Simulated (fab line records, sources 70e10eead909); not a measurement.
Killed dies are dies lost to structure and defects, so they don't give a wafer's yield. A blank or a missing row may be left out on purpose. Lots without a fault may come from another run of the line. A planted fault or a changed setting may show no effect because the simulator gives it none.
fab line records | flow nand_harc
record lots=6 wafers=18 last_day=33
route steps=1302 shown P_GATE@200 P_CONTACT@217 END@1302
lots that met no fault: from a run of the same line without faults
start_h: hours from the record's first day to the start of the lot's first wafer shown | wait_h: hours since the lot's step before | " the same as in the row above | L1.1+2: a row that stands for several wafers | - no value, or no start given | * or withheld: withheld | < > ~ a bound
route shown NAME@n: a module of which the file shows steps, and the number in the route of the first | usual: mean/standard deviation of fault-free wafers | same: alike in all rows | chamber/n: place in a boat | sites: the reading at each site | _std_site: their standard deviation | _edge_site: outer sites' mean less inner sites' | radius_mm: how far each site lies from the wafer's centre | mask NAME#n: copy n | behind: the tool/chamber that last shaped the wafer | hold: why the lot was held/for how many hours/how that ended | device: the transistor (n, p or np) that didn't switch | end of line: the same wafers' tests at the end of the route | a step without rows: its recipe alone | killed: dies lost to structure and defects at the first sort, not the wafer's yield | map: a wafer's dies, x killed, . not, _ none there
set.NAME: the setting as run; set.NAME@STEP: as run at that earlier step | model.NAME: the simulator's own value behind a step, which no gauge read
lots at some steps of the route; a table a step, a row a wafer
services: from which hour (start_h, from the record's first day; less than 0 if before it) a tool's chamber was out of use, for how many hours, and why
## steps
# step NHARC_P_GATE_CD_MEAS_91
# recipe target_cd_nm=2000 landing_energy_ev=500
# usual cd_nm=1999.1/1.8
# columns lot.wafer tool chamber start_h wait_h cd_nm
L133.4 cd_sem-03 0 121.28 - 1997.9
L133.5 " 0 " " 1998.1
L133.6 " 0 " " 1997.8
L139.1 cd_sem-03 0 172.05 - 1999.4
L139.2 " 0 " " 1998.9
L139.6 " 0 " " 2000.8
L143.2 cd_sem-03 0 210.09 - 2001.1
L143.4 " 0 " " 1999.8
L143.5 " 0 " " 1999.8
L147.1 cd_sem-03 0 256.37 - 1995.3
L147.3 " 0 " " 1998.0
L147.6 " 0 " " 1997.8
L148.2 cd_sem-03 0 256.71 - 2001.5
L148.4 " 0 " " 2000.2
L148.5 " 0 " " 2001.3
L156.1 cd_sem-03 0 340.65 - 1998.3
L156.5 " 0 " " 2000.8
L156.6 " 0 " " 2000.8
# step NHARC_P_GATE_HARDBAKE_92
# recipe temp_c=125 time_s=80
# step NHARC_P_GATE_DESCUM_93
# recipe time_s=3 o2_flow_sccm=200 ar_flow_sccm=0 bias_power_w=0 chemistry=O2
# usual drypump_motor_current_A=5.7/0.44 oes_product_au=0.998/0.0094 rf_vpp_V=57.8/0.88 showerhead_plenum_p_Torr=1.93/0.078 throttle_valve_pct=11.311/0.0093
# columns lot.wafer tool chamber start_h wait_h drypump_motor_current_A oes_product_au rf_hours_counter_h rf_vpp_V showerhead_plenum_p_Torr throttle_valve_pct
L133.4 rie_diel-05 2 121.45 - 6.1 0.995 4 59.3 2.06 11.316
L133.5 " 0 " " 5.5 1.004 - 57.9 1.88 11.314
L133.6 " 1 " " 6.6 1.004 - 58.3 1.96 11.333
L139.2 rie_diel-04 1 172.21 - 4.9 0.992 9 56.5 1.83 11.315
L139.1 " 0 " " 5.9 0.990 9 57.4 1.89 11.308
L139.6 " 1 " " 4.9 0.996 - 56.8 1.83 11.298
L143.4 rie_diel-04 0 210.27 - 5.9 1.015 1 57.5 1.89 11.314
L143.2 " 1 " " 4.9 1.004 1 58.8 1.83 11.314
L143.5 " 2 " " 6.3 1.001 - 58.5 2.00 11.317
L147.3 rie_diel-04 3 256.54 - 5.9 1.004 5 57.2 1.90 11.305
L147.1 " 0 " " 5.9 1.019 4 57.0 1.89 11.297
L147.6 " 2 " " 6.3 1.002 - 58.4 2.00 11.305
L148.2 rie_diel-10 1 256.86 - 5.2 0.994 0 56.0 1.88 11.301
L148.4 " 3 " " 6.0 1.010 0 56.9 2.02 11.290
L148.5 " 2 " " 5.4 1.001 - 57.0 2.02 11.301
L156.1 rie_diel-10 1 340.81 - 5.3 0.998 2 57.6 1.87 11.323
L156.6 " 1 " " 5.3 1.000 - 59.1 1.87 11.313
L156.5 " 2 " " 5.4 1.012 - 57.8 2.01 11.316
# step NHARC_P_GATE_IMPLANT_94
# recipe energy_kev=60 dose_cm2=2e+15 tilt_deg=7
# step NHARC_P_GATE_STRIP_113
# recipe power_w=1500 temp_c=110 time_s=740 chemistry=N2/H2
# usual drypump_motor_current_A=5.88/0.28 heater_power_w=90/6.9
# columns lot.wafer tool chamber start_h wait_h drypump_motor_current_A heater_power_w rf_hours_counter_h
L133.4 plasma_asher-01 1 122.03 0.3 5.81 99 -
L133.6 " 1 " " 5.80 100 -
L133.5 " 0 " " 5.56 82 -
L139.2 plasma_asher-02 0 172.91 0.5 6.36 86 20
L139.1 " 1 " " 5.82 89 20
L139.6 " 0 " " 6.35 87 -
L143.2 plasma_asher-01 0 210.73 0.3 5.57 79 8
L143.4 " 1 " " 5.76 100 -
L143.5 " 0 " " 5.56 80 -
L147.1 plasma_asher-01 1 256.90 0.2 5.78 96 18
L147.3 " 0 " " 5.53 79 -
L147.6 " 1 " " 5.75 98 -
L148.2 plasma_asher-01 0 257.83 0.8 5.56 79 19
L148.4 " 0 " " 5.54 81 -
L148.5 " 0 " " 5.54 76 -
L156.1 plasma_asher-02 0 341.18 0.2 6.34 93 17
L156.6 " 0 " " 6.34 94 -
L156.5 " 1 " " 5.85 96 -
# step NHARC_P_GATE_STRIP_95
# recipe power_w=1500 temp_c=250 chemistry=O2
# usual drypump_motor_current_A=5.89/0.29 heater_power_w=336/26
# columns lot.wafer tool chamber start_h wait_h drypump_motor_current_A heater_power_w rf_hours_counter_h
L133.4 plasma_asher-01 1 122.52 0.4 5.74 374 -
L133.6 " 1 " " 5.76 374 -
L133.5 " 0 " " 5.56 302 -
L139.2 plasma_asher-02 0 173.63 0.6 6.35 321 21
L139.1 " 1 " " 5.83 343 21
L139.6 " 0 " " 6.35 325 -
L143.2 plasma_asher-01 0 211.32 0.5 5.55 295 8
L143.4 " 1 " " 5.78 370 -
L143.5 " 0 " " 5.56 302 -
L147.1 plasma_asher-01 1 257.65 0.6 5.76 364 19
L147.3 " 0 " " 5.59 286 -
L147.6 " 1 " " 5.77 352 -
L148.2 plasma_asher-01 0 258.43 0.5 5.56 293 20
L148.4 " 0 " " 5.54 290 -
L148.5 " 0 " " 5.55 284 -
L156.1 plasma_asher-02 0 341.90 0.6 6.32 335 18
L156.6 " 0 " " 6.32 340 -
L156.5 " 1 " " 5.83 359 -
# step NHARC_P_GATE_STRIP_96
# recipe time_s=900 temp_c=130 chemistry=SPM
# step NHARC_P_GATE_RTA_64
# recipe temp_c=1050 time_s=1
# usual lamp_power_pct=32.0/1.4 lamp_zone_6_pct=32.0/1.4 wafer_temp_C_max=1054.2/0.79
# columns lot.wafer tool chamber start_h wait_h lamp_power_pct lamp_zone_6_pct wafer_temp_C_max
L133.4 rtp_anneal-02 0 123.15 - 30.7 30.7 1054.5
L133.5 " 0 " " 30.7 30.6 1054.0
L133.6 " 0 " " 30.8 30.7 1055.5
L139.1 rtp_anneal-01 0 174.19 - 33.6 33.5 1053.4
L139.2 " 0 " " 33.5 33.5 1053.9
L139.6 " 0 " " 33.6 33.4 1053.8
L143.2 rtp_anneal-01 0 211.90 - 33.5 33.5 1054.0
L143.4 " 0 " " 33.6 33.6 1052.9
L143.5 " 0 " " 33.6 33.4 1053.5
L147.1 rtp_anneal-01 0 258.21 - 33.5 33.4 1054.1
L147.3 " 0 " " 33.5 33.4 1053.7
L147.6 " 0 " " 33.5 33.3 1053.6
L148.2 rtp_anneal-01 0 259.02 - 33.6 33.5 1052.7
L148.4 " 0 " " 33.6 33.5 1054.1
L148.5 " 0 " " 33.5 33.5 1054.5
L156.1 rtp_anneal-02 0 342.46 - 30.8 30.7 1054.4
L156.5 " 0 " " 30.7 30.7 1055.3
L156.6 " 0 " " 30.8 30.7 1053.8
# step NHARC_P_GATE_ETCH_77
# recipe target_depth_a=60 chemistry=dHF material=SiO2
# step NHARC_P_GATE_DEGAS_109
# recipe temp_c=300 time_s=60
# usual heater_power_w=463/34
# columns lot.wafer tool chamber start_h wait_h heater_power_w
L133.4 pvd_sputter-01 - 123.37 0.1 468
L133.6 " - " " 482
L133.5 " - " " 450
L139.2 pvd_sputter-02 - 174.50 0.1 483
L139.1 " - " " 468
L139.6 " - " " 496
L143.4 pvd_sputter-03 - 212.19 0.1 512
L143.2 " - " " 417
L143.5 " - " " 488
L147.1 pvd_sputter-03 - 258.53 0.1 464
L147.3 " - " " 414
L147.6 " - " " 487
L148.4 pvd_sputter-03 - 259.29 0.1 499
L148.2 " - " " 465
L148.5 " - " " 454
L156.1 pvd_sputter-03 - 342.79 0.1 494
L156.6 " - " " 497
L156.5 " - " " 457
# step NHARC_P_GATE_PRE_CLEAN_110
# recipe time_s=30 bias_v=200 gas=Ar
# step NHARC_P_GATE_SPUTTER_78
# recipe target_thk_a=100 material=Ni
# step NHARC_P_GATE_SPUTTER_79
# recipe target_thk_a=100 material=TiN
# columns lot.wafer tool chamber start_h wait_h
L133.4+6+5 pvd_sputter-01 - 123.57 -
L139.2+1+6 pvd_sputter-02 - 174.74 -
L143.2+4+5 pvd_sputter-03 - 212.36 -
L147.1+3+6 pvd_sputter-03 - 258.69 -
L148.2+4+5 pvd_sputter-03 - 259.47 -
L156.1+6+5 pvd_sputter-03 - 342.96 -
# step NHARC_P_GATE_RTA_80
# recipe temp_c=300 time_s=30
# step NHARC_P_GATE_STRIP_67
# recipe time_s=600 temp_c=130 chemistry=SPM
# step NHARC_P_GATE_RTA_82
# recipe temp_c=450 time_s=30
# step NHARC_P_GATE_INSPECT_68
# usual raw_defect_count=208/76
# columns lot.wafer tool chamber start_h wait_h raw_defect_count
L133.4 defect_inspect-02 - 124.33 0.1 193
L133.5 " - " " 207
L133.6 " - " " 174
L139.1 defect_inspect-01 - 175.50 0.2 173
L139.2 " - " " 225
L139.6 " - " " 273
L143.2 defect_inspect-01 - 213.14 0.1 202
L143.4 " - " " 154
L143.5 " - " " 230
L147.1 defect_inspect-01 - 259.47 0.2 861
L147.3 " - " " 945
L147.6 " - " " 966
L148.2 defect_inspect-02 - 260.25 0.1 846
L148.4 " - " " 891
L148.5 " - " " 885
L156.1 defect_inspect-01 - 343.72 0.2 153
L156.5 " - " " 180
L156.6 " - " " 182
# step NHARC_P_CONTACT_DEP_30
# recipe target_thk_a=300 temp_c=400 target_thk_nm=30 flow_sccm=200 rf_w=450 material=SiNx
# step NHARC_END_SORT_01
# recipe temp_c=25
# usual killed_at_array=55/23 killed_at_other=1.0/1.2 killed_at_periphery=3.2/2.7 killed_dies=59/23 killed_open=3.1/1.6 killed_short=2.2/1.5
# same gross_dies=677
# columns lot.wafer tool chamber start_h wait_h killed_at_array killed_at_other killed_at_periphery killed_dies killed_open killed_short
L133.4 prober-01 0 576.36 3.4 45 0 0 45 3 3
L133.5 prober-01 0 577.16 3.7 41 0 0 41 4 3
L133.6 prober-01 0 577.96 4.0 41 0 3 44 5 5
L139.1 prober-01 0 604.45 2.5 66 0 8 74 3 1
L139.2 prober-01 0 605.25 2.8 75 1 5 81 4 1
L139.6 prober-01 0 608.46 4.0 61 1 5 67 3 0
L148.2 prober-01 0 695.55 2.8 41 2 86 129 3 5
L148.4 prober-01 0 697.16 3.4 45 2 95 142 2 1
L148.5 prober-01 0 697.97 3.7 25 2 85 112 3 2
L147.1 prober-02 0 698.61 6.3 51 2 98 151 1 1
L147.3 prober-02 0 700.21 6.9 54 4 81 139 6 0
L147.6 prober-02 0 702.61 7.8 57 2 96 155 4 0
# killed by level:class
L133.4 A_SLIT:chamber_film_flake=22 A_STAIRCASE:chamber_film_flake=6 A_CHANNEL_HOLE_D1:chamber_film_flake=2 A_DECK1_JOINT:chamber_film_flake=2 A_CHANNEL_HOLE_D2:chamber_film_flake=2 A_BONDPAD:chamber_film_flake=2 A_ONON_D1:geometric_particle:short=1 A_ONON_D2:geometric_particle:short=1
L133.5 A_SLIT:chamber_film_flake=18 A_CHANNEL_HOLE_D2:chamber_film_flake=8 A_CHANNEL_FILL_D2:geometric_particle:open=2 A_WL_FILL:geometric_particle:short=2 A_CHANNEL_HOLE_D1:chamber_film_flake=2 A_CONTACT:chamber_film_flake=2 A_STAIRCASE:chamber_film_flake=2 A_ONON_D2:geometric_particle:open=1
L133.6 A_SLIT:chamber_film_flake=17 A_CHANNEL_HOLE_D2:chamber_film_flake=6 P_CONTACT:chamber_film_flake=3 A_CHANNEL_HOLE_D1:chamber_film_flake=3 A_CHANNEL_FILL_D2:geometric_particle:short=2 A_WL_FILL:chamber_film_flake=2 A_CHANNEL_FILL_D1:geometric_particle:short=1 A_DECK1_JOINT:geometric_particle:short=1
L139.1 A_CHANNEL_HOLE_D1:chamber_film_flake=31 A_CHANNEL_HOLE_D2:chamber_film_flake=27 P_M2:chamber_film_flake=5 A_M1:chamber_film_flake=3 P_M0:geometric_particle:open=1 A_SOURCE_PLATE:geometric_particle:open=1 A_CHANNEL_FILL_D1:geometric_particle:open=1 A_WL_FILL:geometric_particle:short=1
L139.2 A_CHANNEL_HOLE_D2:chamber_film_flake=35 A_CHANNEL_HOLE_D1:chamber_film_flake=32 A_CHANNEL_HOLE_D1:geometric_particle:open=2 P_M2:chamber_film_flake=2 A_CONTACT:chamber_film_flake=2 P_CONTACT:geometric_particle:open=1 A_DECK1_JOINT:geometric_particle:short=1 A_M0:geometric_particle:open=1
L139.6 A_CHANNEL_HOLE_D1:chamber_film_flake=23 A_CHANNEL_HOLE_D2:chamber_film_flake=23 A_CONTACT:chamber_film_flake=5 A_M1:chamber_film_flake=4 A_WL_FILL:geometric_particle:open=2 P_GATE:chamber_film_flake=2 P_M2:chamber_film_flake=2 A_M1:geometric_particle:open=1
L148.2 P_GATE:unspecified=84 A_CHANNEL_HOLE_D2:chamber_film_flake=18 A_CHANNEL_HOLE_D1:chamber_film_flake=6 A_SLIT:chamber_film_flake=6 A_WL_FILL:geometric_particle:short=2 A_STAIRCASE:chamber_film_flake=2 P_M1:geometric_particle:short=1 A_ONON_D1:geometric_particle:open=1
L148.4 P_GATE:unspecified=94 A_CHANNEL_HOLE_D2:chamber_film_flake=21 A_CHANNEL_HOLE_D1:chamber_film_flake=9 A_SLIT:chamber_film_flake=5 A_CONTACT:chamber_film_flake=3 THIN_TSV:chamber_film_flake=2 A_ONON_D1:geometric_particle:open=1 A_DECK1_JOINT:geometric_particle:open=1
L148.5 P_GATE:unspecified=80 A_CHANNEL_HOLE_D2:chamber_film_flake=13 A_CONTACT:chamber_film_flake=4 A_CHANNEL_HOLE_D1:chamber_film_flake=3 THIN_TSV:chamber_film_flake=2 P_GATE:geometric_particle:open=1 P_M0:geometric_particle:open=1 A_CHANNEL_FILL_D2:geometric_particle:short=1
L147.1 P_GATE:unspecified=86 A_CHANNEL_HOLE_D1:chamber_film_flake=34 A_STAIRCASE:chamber_film_flake=6 P_GATE:chamber_film_flake=5 A_CHANNEL_HOLE_D2:chamber_film_flake=4 P_M0:chamber_film_flake=3 A_CONTACT:chamber_film_flake=3 P_M2:chamber_film_flake=2
L147.3 P_GATE:unspecified=79 A_CHANNEL_HOLE_D1:chamber_film_flake=31 A_SLIT:chamber_film_flake=4 A_CONTACT:chamber_film_flake=4 THIN_TSV:chamber_film_flake=4 A_CHANNEL_HOLE_D2:chamber_film_flake=3 A_STAIRCASE:chamber_film_flake=3 A_DECK1_JOINT:geometric_particle:open=2
L147.6 P_GATE:unspecified=91 A_CHANNEL_HOLE_D1:chamber_film_flake=35 A_SLIT:chamber_film_flake=4 A_STAIRCASE:chamber_film_flake=4 A_CONTACT:chamber_film_flake=4 P_GATE:chamber_film_flake=2 A_M1:chamber_film_flake=2 A_BONDPAD:chamber_film_flake=2
# map L147.6 (x killed, . not)
____________.____________
_________......._________
_______..........x_______
______.......x.....______
_____............x.._____
____.................____
____x.......xx.......____
___...........x...x...___
___..........xxxx.....___
__.x.........x.x..x....__
__...xxx..x.xxxxxx.....__
_.x..xxx...x..xxxxx....._
_....xxxxxxxxxxxx......._
_....xxxxxx.xx.xxx......_
_...xxxxxxx..xxxxxxx.x.._
_..xxxxxxxxxx..x........_
...xxxxxxxxx.............
...xxxxxxxxx...x........x
..xxxxxxxxx...........x..
....xxxxxxxx.x...........
....xxxxxxxx...x.........
_....xxxxxx............._
_.....xx.x.............._
_.x....xxx.............._
_..........x............_
_......................._
__.....................__
__....x..x.x...........__
___...................___
___...................___
____x.x..............____
____.x...............____
_____.....x.x......._____
______.............______
_______..........._______
_________......._________
____________.____________
# map L148.4 (x killed, . not)
____________.____________
_________......._________
_______..x........_______
______..x..x.......______
_____........x......_____
____.................____
____.................____
___...................___
___....x..............___
__.....................__
__....x.......x........__
_....xxxxxx....x........_
_..xxxxxxx.....x........_
_...xxxxxx.............._
_..xxxxxxxxxx..........._
_..xxxxxxxxx............_
....xxxxxxxxx.....x......
...xxxxxxxx..............
....xxxxxxxx.............
..xxxxxxxxxxx............
.....xxxxxx..............
_...xxxxxx......x......x_
_.....xxxxx..........x.._
_......xx....x.........._
_.....xx................_
_...x..................._
__.....x......x........__
__.x...................__
___...x....x.xx.......___
___xxxx....x.x........___
____..x.x.....x.x....____
____.x.....xx.xx.....____
_____x....x.x.xx...._____
______........x....______
_______.......xx.._______
_________...xx.._________
____________.____________
## services
# columns tool chamber start_h hours kind
pvd_sputter-02 - 104.00 10.0 pm
pvd_sputter-02 - 116.57 6.8 repair
plasma_asher-02 - 128.12 2.7 repair
rie_diel-04 1 139.22 2.7 repair
pvd_sputter-03 - 145.06 2.8 repair
rie_diel-04 1 147.59 6.8 repair
plasma_asher-01 - 165.01 9.0 pm
rie_diel-10 - 169.27 0.2 repair
pvd_sputter-03 - 170.00 10.0 pm
rie_diel-04 - 177.95 9.0 pm
rie_diel-10 - 179.15 0.3 repair
rie_diel-04 1 203.98 4.9 repair
pvd_sputter-01 - 226.00 10.0 pm
rie_diel-10 0 236.19 6.3 repair
rie_diel-10 - 242.50 9.0 pm
plasma_asher-02 - 249.00 9.0 pm
pvd_sputter-03 - 250.26 0.9 repair
rie_diel-10 2 258.04 8.0 repair
pvd_sputter-01 - 258.23 6.3 repair
pvd_sputter-02 - 271.33 2.5 repair
pvd_sputter-02 - 282.00 10.0 pm
rie_diel-04 3 288.71 6.8 repair
pvd_sputter-02 - 296.11 3.1 repair
plasma_asher-01 - 342.01 9.0 pm
## key
first_sign step=NHARC_P_GATE_INSPECT_68 reading=raw_defect_count direction=up sigmas=9.1 usual=208 struck=899
effect step=NHARC_END_SORT_01 reading=killed_at_periphery direction=up sigmas=33 usual=3.2 struck=90.2
more_kills_born_at NHARC_P_GATE_SPUTTER_79@pvd_sputter-03=514
met_at NHARC_P_GATE_SPUTTER_79
struck_wafers L147.1,L147.3,L147.6,L148.2,L148.4,L148.5
tester_left_out L147,L148
onset_between 212.36 258.69
also_fits NHARC_P_GATE_STRIP_113:plasma_asher-01,NHARC_P_GATE_STRIP_95:plasma_asher-01,NHARC_P_GATE_RTA_64:rtp_anneal-01
fault kind=chamber_particle_source tool=pvd_sputter-03 chamber=- onset_h=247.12 steps=NHARC_P_GATE_SPUTTER_79 rate_per_visit_cm2=1.0993 end_h=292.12
# tester_left_out: of these lots the tester's yield and bins aren't shown, on N5 and GAA mostly nor the transistor test; their killed dies are dies lost to structure and defects alone, not to doping, threshold or leakage, so they don't give the yield
